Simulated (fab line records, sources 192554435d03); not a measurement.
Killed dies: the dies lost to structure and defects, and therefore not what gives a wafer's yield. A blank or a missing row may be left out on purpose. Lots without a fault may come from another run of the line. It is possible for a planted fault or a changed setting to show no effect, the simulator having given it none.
Lot-split experiment ; flow n5Finfet ; 21 wafers read from 7 lots, route of 1938 steps

ON THE SPLIT
At N5_SD_EPI_N_EPI_21 (deposits Si:P, time 690 s), the setting timeS was moved away from the recipe's 690 s on 5 of the 21 wafers read, by -15.1% to +16.7%. All remaining wafers had this setting at the recipe value.

FROM THE SPLIT TO THE READING: what the file shows between them, 15 steps
- N5_SD_EPI_N_EPI_MEAS_23
- N5_SD_EPI_P_COAT_35: time 60 s, resist thk 35 nm (also split here: spinRpm)
- N5_SD_EPI_P_COAT_03: resist thk 150 nm
- N5_SD_EPI_P_EBR_05
- N5_SD_EPI_P_DESCUM_14: chemistry O2, time 7.9 s
- N5_SD_EPI_P_ETCH_36: etches SiARC in CF4, target depth 45.5 nm, time 75.8 s
- N5_SD_EPI_P_ETCH_37: etches SOC in N2/H2, overetch 108 nm, time 486 s
- N5_SD_EPI_P_STRIP_38: strips in N2/H2
- N5_SD_EPI_P_ETCHBACK_46: etches SiNx in CH3F/O2, stops on SiO2, target depth 17.5 nm
- N5_SD_EPI_P_ETCH_47: etches SiOCN in CH3F/O2, target depth 25 nm
- N5_SD_EPI_P_ETCH_16: etches SiO2 in CHF3/O2, target depth 5 nm
- N5_SD_EPI_P_STRIP_50: strips in CHF3/O2
- N5_SD_EPI_P_SD_RECESS_17: chemistry HBr/Cl2/O2, target depth 39.1 nm, bt time 3 s
- N5_SD_ACTIVATION_RTA_00: time 0 s
- N5_SD_ACTIVATION_LSA_01: time 0.0008 s

THE READING
RS_SD_N (ohm/sq), read at N5_SD_ACTIVATION_RS_MEAS_03 with a four-point probe. Typical for fault-free wafers on this fab line: 21.90 ohm/sq, with standard deviation 0.3 ohm/sq.

wafer;tool, chamber at the split;timeS as run, s;against the recipe;RS_SD_N, ohm/sq;against lot-mates on the recipe
L077.1;epiRpcvd-03, 0;690;recipe;22.16;-
L077.3;epiRpcvd-03, 0;690;recipe;22.45;-
L077.5;epiRpcvd-03, 0;690;recipe;22.04;-
L079.1;epiRpcvd-02, 0;690;recipe;22.24;-
L079.2;epiRpcvd-02, 0;690;recipe;22.15;-
L079.4;epiRpcvd-02, 0;585.8;-15.1%;24.79;+2.59
L083.4;epiRpcvd-01, 0;690;recipe;22.39;-
L083.5;epiRpcvd-01, 0;799.2;+15.8%;19.91;-2.15
L083.6;epiRpcvd-01, 0;690;recipe;21.73;-
L084.2;epiRpcvd-01, 0;690;recipe;21.94;-
L084.3;epiRpcvd-01, 0;690;recipe;22.01;-
L084.5;epiRpcvd-01, 0;760.7;+10.2%;20.52;-1.46
L086.2;epiRpcvd-03, 0;616.8;-10.6%;23.38;+1.98
L086.4;epiRpcvd-03, 0;690;recipe;21.28;-
L086.5;epiRpcvd-03, 0;690;recipe;21.52;-
L087.1;epiRpcvd-03, 0;690;recipe;21.89;-
L087.3;epiRpcvd-03, 0;805.2;+16.7%;19.41;-2.36
L087.6;epiRpcvd-03, 0;690;recipe;21.65;-
L094.1;epiRpcvd-01, 0;690;recipe;21.89;-
L094.2;epiRpcvd-01, 0;690;recipe;21.30;-
L094.6;epiRpcvd-01, 0;690;recipe;21.41;-

FIT RESULTS
A straight line over all 21 wafers: RS_SD_N changes by -0.151 ohm/sq for each +1% of timeS; r = -0.95; the points scatter about the line by 0.37 ohm/sq.
The same after taking each lot's own level away (the mean of its wafers on the recipe; 21 wafers): -0.153 ohm/sq for each +1%; r = -0.98; scatter 0.21 ohm/sq.
The reading moves by 2.6 ohm/sq for the largest change in timeS, on that fit.
Measured against the standard deviation above, the lots' own levels, which go from 21.400 to 22.217 ohm/sq, span 2.7 times it.
The two slopes are in agreement: the lot-to-lot level therefore moves the slope only a little.
Check: with one of the wafers moved furthest among these (+16.7%) left out of the fit, the line predicts -2.57 ohm/sq for it against its lot-mates. It came out at -2.36 ohm/sq against them.

OTHER SPLITS ON THESE WAFERS
Note: prior to the reading, these wafers also went through further splits. Each is held against what the fit with the lots' levels taken away leaves over:
other split on the same wafers;wafers away from the commonest value;r with RS_SD_N (lot level and that fit taken away)
N5_ZERO_LAYER_EXPOSE_08 doseMj;9;-0.28
N5_FIN_SAQP_SPACER1_ALD_24 aldCycles;5;-0.02
N5_DUMMY_GATE_COAT_28 spinRpm;9;+0.27
N5_SD_EPI_P_COAT_35 spinRpm;5;-0.49

THE WHOLE CHAIN: every reading that the file lists as answering this split, in the file's order
step;what it does;reading;change (the file's fit);r (the file's)
N5_SD_EPI_N_EPI_21;deposits Si:P, time 690 s;Si-P_of_SD_EPI_N_EPI_21.thkNm (the simulator's own value, which no gauge read);+0.39 nm for each +1% of the setting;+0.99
N5_SD_EPI_N_EPI_MEAS_23;;thkNm;withheld for each +1% of the setting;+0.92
N5_SD_ACTIVATION_RS_MEAS_03;measures by four-point-probe;RS_SD_N;-0.153 for each +1% of the setting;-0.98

THE FILE'S OWN FIT
RS_SD_N changes by -0.153 ohm/sq for each +1% of timeS, r = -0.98.
